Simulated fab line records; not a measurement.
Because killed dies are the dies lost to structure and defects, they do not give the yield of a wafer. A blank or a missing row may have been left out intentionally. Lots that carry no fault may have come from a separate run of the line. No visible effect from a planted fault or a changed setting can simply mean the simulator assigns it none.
Split-lot trial    flow n5-finfet    21 wafers read across 7 lots, on a route 1938 steps long

## ON THE SPLIT
At N5_BEOL_M15_DEP_53 (deposits SiCN from 3MS/NH3, target thk 50 nm, time 17.8 s), the setting time-s was moved away from the recipe's 17.8 s on 9 of the 21 wafers read, by -9.8% to +14.4%. For the rest of the wafers, this setting stayed at what the recipe calls for.

The split's own step is where the reading is taken.

## THE READING
SiCN_of_BEOL_M15_DEP_53.thk-nm (the simulator's own value, which no gauge read), in nm, at N5_BEOL_M15_DEP_53 (deposits SiCN from 3MS/NH3, target thk 50 nm, time 17.8 s). There is no usual value for it anywhere in the file. Here, 12 wafers ran the recipe; their average is 49.9 nm with a standard deviation of 0.74 nm.

wafer   tool, chamber at the split  time-s as run, s  against the recipe  SiCN_of_BEOL_M15_DEP_53.thk-nm, nm  against lot-mates on the recipe
L077.1  pecvd-04, 2                 17.8              recipe              50                                  -
L077.5  pecvd-04, 2                 16.05             -9.8%               45.6                                -4.7
L077.6  pecvd-04, 1                 17.8              recipe              50.6                                -
L074.1  pecvd-03, 1                 17.8              recipe              49.4                                -
L074.3  pecvd-03, 2                 17.8              recipe              50.2                                -
L074.4  pecvd-03, 2                 18.48             +3.8%               53.2                                +3.4
L079.3  pecvd-04, 2                 17.8              recipe              49.4                                -
L079.4  pecvd-04, 1                 16.91             -5.0%               48.6                                -0.8
L079.5  pecvd-04, 2                 16.91             -5.0%               47.4                                -2.0
L083.1  pecvd-04, 2                 20.36             +14.4%              57                                  +6.0
L083.2  pecvd-04, 0                 20.36             +14.4%              56.4                                +5.4
L083.4  pecvd-04, 0                 17.8              recipe              51                                  -
L091.2  pecvd-03, 1                 17.8              recipe              48.6                                -
L091.5  pecvd-03, 1                 18.71             +5.1%               51.6                                +3.0
L091.6  pecvd-03, 0                 18.71             +5.1%               52                                  +3.4
L092.2  pecvd-02, 2                 17.8              recipe              50                                  -
L092.3  pecvd-02, 0                 17.8              recipe              49                                  -
L092.4  pecvd-02, 2                 17.8              recipe              51                                  -
L094.1  pecvd-02, 0                 17.8              recipe              49.6                                -
L094.3  pecvd-02, 2                 16.53             -7.1%               47                                  -3.1
L094.6  pecvd-02, 2                 17.8              recipe              50.6                                -

FIT RESULTS
A straight line over all 21 wafers: SiCN_of_BEOL_M15_DEP_53.thk-nm changes by +0.453 nm for each +1% of time-s; r = +0.96; the points scatter about the line by 0.74 nm.
The same after taking each lot's own level away (the mean of its wafers on the recipe; 21 wafers): +0.426 nm for each +1%; r = +0.96; scatter 0.73 nm.
That fit puts the effect of the largest move of time-s on the reading at 6.1 nm.
The lots' own levels span 48.60 to 51.00 nm, that is 3.2 times the standard deviation above.
The two slopes are in agreement: the lot-to-lot level therefore moves the slope only a little.
Check: with one of the wafers moved furthest among these (+14.4%) left out of the fit, the line predicts +6.47 nm for it against its lot-mates. It came out at +6 nm against them.

## THESE WAFERS: OTHER SPLITS
These wafers also went through other splits before the reading. Each is held against what the fit with the lots' levels taken away leaves over:
other split on the same wafers  wafers away from the commonest value  r with SiCN_of_BEOL_M15_DEP_53.thk-nm (lot level and that fit taken away)
N5_BEOL_M14_ILD_DEP_00 time-s   7                                     +0.47
N5_BEOL_M14_EXPOSE_07 dose-mj   8                                     -0.11

## THE FILE'S OWN FIT
SiCN_of_BEOL_M15_DEP_53.thk-nm changes by +0.444 nm for each +1% of time-s, r = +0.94.
